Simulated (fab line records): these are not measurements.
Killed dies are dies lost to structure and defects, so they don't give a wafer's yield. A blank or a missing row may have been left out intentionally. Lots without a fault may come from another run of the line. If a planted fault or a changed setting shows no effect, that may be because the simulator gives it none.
Struck lot and sound lot, side by side -- flow nand_harc -- 41 steps out of a route of 1302
Sound: wafers L190.3, L190.4, L190.6. Struck: wafer L199.5 (L199.1, L199.3, from the same lot, were not struck and are left out); the cause is given at the end.
For every step that has rows: the tool of each side, followed by ch and its chambers, followed by its first start. Under that, the readings that differ: sound wafers -- struck wafers -- difference of the means -- sigmas: that difference in standard deviations of wafers without a fault.
alike: same words and numbers on both sides, and readings whose means sit less than 2 such deviations apart. not compared: any withheld reading, any reading some wafer has no value for, any bound like >300 that may hide the same value, and any number with overlapping values for which the record gives no deviation.
Wherever a step has rows on one side only, a row that says differs or no value, or a row with sigmas, the two part there. Numbers that have no deviation but don't overlap get no sigmas and don't part them. A reading that every wafer of one side lacks parts them only if that side has two wafers or more.

NHARC_A_M1_OVL_MEAS_10: pitch 240 nm.
  sound: overlay-02 at day 24 07:08; struck: overlay-02 at day 27 16:19
  alike: overlay_x_nm, overlay_y_nm
NHARC_A_M1_INSPECT_11:
  sound: defect_inspect-01 at day 24 07:10; struck: defect_inspect-01 at day 27 16:20
  alike: raw_defect_count
NHARC_A_M1_DESCUM_14: chemistry O2, time 3 s.
  sound on rie_diel-12 ch 0,2, day 24 07:13; struck on rie_diel-11 ch 0, day 27 16:24
reading,sound,struck,difference,sigmas
drypump_motor_current_A (A),5.9 5.6 5.9,6.7,+0.9,+2
  alike: chamber_pressure_mTorr, mfc_ar_sccm, oes_product_au, rf_vpp_V, showerhead_plenum_p_Torr, throttle_valve_pct
  not compared: rf_hours_counter_h
then, 2 steps without rows for these wafers: NHARC_A_M1_ETCH_35 (etches the open film in N2/H2, target depth 40 nm, overetch 12 nm, time 43.94 s); NHARC_A_M1_ETCH_15 (etches the open film in C4F8/Ar, target depth 182.5 nm, time 91.2 s).
NHARC_A_M1_CD_MEAS_16:
  sound: cd_sem-02 at day 24 07:32; struck: cd_sem-01 at day 27 16:43
  alike: cd_nm
NHARC_A_M1_STRIP_18: strips in N2/H2.
  sound on rie_diel-12 ch 0,3, day 24 07:38; struck on rie_diel-11 ch 3, day 27 16:47
  alike: chamber_pressure_mTorr, drypump_motor_current_A, mfc_ar_sccm, oes_product_au, rf_vpp_V, showerhead_plenum_p_Torr, throttle_valve_pct
  not compared: rf_hours_counter_h
then, 2 steps without rows for these wafers: NHARC_A_M1_ETCH_28 (etches the open film in CF4/N2, target depth 30 nm, time 72.99 s); NHARC_A_M1_STRIP_19 (strips in post etch residue remover, time 600 s).
NHARC_A_M1_DEGAS_29: time 60 s.
  sound: pvd_sputter-02 at day 24 08:14; struck: pvd_sputter-03 at day 27 17:25
  alike: heater_power_w
then, 2 steps without rows for these wafers: NHARC_A_M1_PRE_CLEAN_30 (time 30 s); NHARC_A_M1_PVD_20 (deposits TaN, target thk 5 nm, time 8.06 s).
NHARC_A_M1_PVD_21: deposits Cu, target thk 30 nm, time 20.49 s.
  sound: pvd_sputter-02 at day 24 08:28; struck: pvd_sputter-03 at day 27 17:40
  alike: throttle_valve_pct
then, 4 steps without rows for these wafers: NHARC_A_M1_ECD_22 (material Cu, target thk 400 nm); NHARC_A_M1_ANNEAL_31 (time 90 s); NHARC_A_M1_CMP_23 (polishes, t overpolish 20 s, target thk 154.34 nm); NHARC_A_M1_SRD_25.
NHARC_A_M1_INSPECT_27:
  sound: defect_inspect-01 at day 24 09:48; struck: defect_inspect-02 at day 27 18:59
  alike: raw_defect_count
then, 3 steps without rows for these wafers: NHARC_A_M1_PRE_CLEAN_32 (time 12 s); NHARC_A_M1_DEP_33 (deposits SiCN, target thk 30 nm); NHARC_A_BONDPAD_DEP_00 (deposits SiCN, target thk 250 nm).
NHARC_A_BONDPAD_CMP_29: polishes SiCN, target thk 200 nm.
  the record has rows for the sound wafers here (cmp-01 ch 2,3, day 24 10:56) and none for the struck ones
NHARC_A_BONDPAD_THK_MEAS_30: measures by ellipsometry.
  the record has rows for the sound wafers here (film_metro-01, day 24 11:10) and none for the struck ones
then, 10 steps without rows for these wafers: NHARC_A_BONDPAD_SRD_31; NHARC_A_BONDPAD_DEHYDRATE_01 (time 120 s); NHARC_A_BONDPAD_HMDS_02 (time 30 s); NHARC_A_BONDPAD_COAT_33 (time 65 s); NHARC_A_BONDPAD_COAT_03 (resist thk 600 nm); NHARC_A_BONDPAD_SOFTBAKE_04 (time 70 s); NHARC_A_BONDPAD_EBR_05; NHARC_A_BONDPAD_EXPOSE_06 (exposes mask A BPAD); NHARC_A_BONDPAD_PEB_07 (peb time 80 s); NHARC_A_BONDPAD_DEVELOP_08 (time 50 s).
NHARC_A_BONDPAD_CD_MEAS_09 targets a cd of 500 nm.
  the record has rows for the sound wafers here (cd_sem-02 ch 0, day 24 11:36) and none for the struck ones
NHARC_A_BONDPAD_OVL_MEAS_35:
  the record has rows for the sound wafers here (overlay-01, day 24 11:41) and none for the struck ones
then, 2 steps without rows for these wafers: NHARC_A_BONDPAD_HARDBAKE_10 (time 65 s); NHARC_A_BONDPAD_DESCUM_11 (chemistry O2, time 3 s).
NHARC_A_BONDPAD_ETCH_34: etches the open film in N2/H2, target depth 60 nm, overetch 18 nm, time 65.91 s.
  the record has rows for the sound wafers here (rie_diel-06 ch 1,3, day 24 11:54) and none for the struck ones
then, 1 step without rows for these wafers: NHARC_A_BONDPAD_ETCH_12 (etches the open film in CHF3/O2, target depth 220 nm, time 110 s).
NHARC_A_BONDPAD_CD_MEAS_13:
  the record has rows for the sound wafers here (cd_sem-01, day 24 12:08) and none for the struck ones
NHARC_END_SORT_01:
  sound on prober-01 ch 0, day 27 09:15; struck on prober-02 ch 0, day 29 09:26
reading,sound,struck,difference,sigmas
defect_limited_yield (%),87.6 89.5 90.1,0,-89,-34
killed_at_array,75 65 59,672,+606,+36
killed_dies,84 71 67,677,+603,+34
sort_bin_2_pct (%),4.9 3.8 3.5,93.1,+89.0,+74
sort_n_pass,593 606 610,0,-603,-34
sort_rim_yield_pct (%),89 95 90,0,-91,-25
sort_yield_pct (%),87.6 89.5 90.1,0,-89,-34
  alike: killed_at_other, killed_at_periphery, killed_open, killed_short, sort_bin_3_pct, sort_bin_4_pct

## WHERE THEY PART
Earliest at NHARC_A_M1_DESCUM_14; latest, in this record, at NHARC_END_SORT_01.

WHY: the cause the simulator had injected
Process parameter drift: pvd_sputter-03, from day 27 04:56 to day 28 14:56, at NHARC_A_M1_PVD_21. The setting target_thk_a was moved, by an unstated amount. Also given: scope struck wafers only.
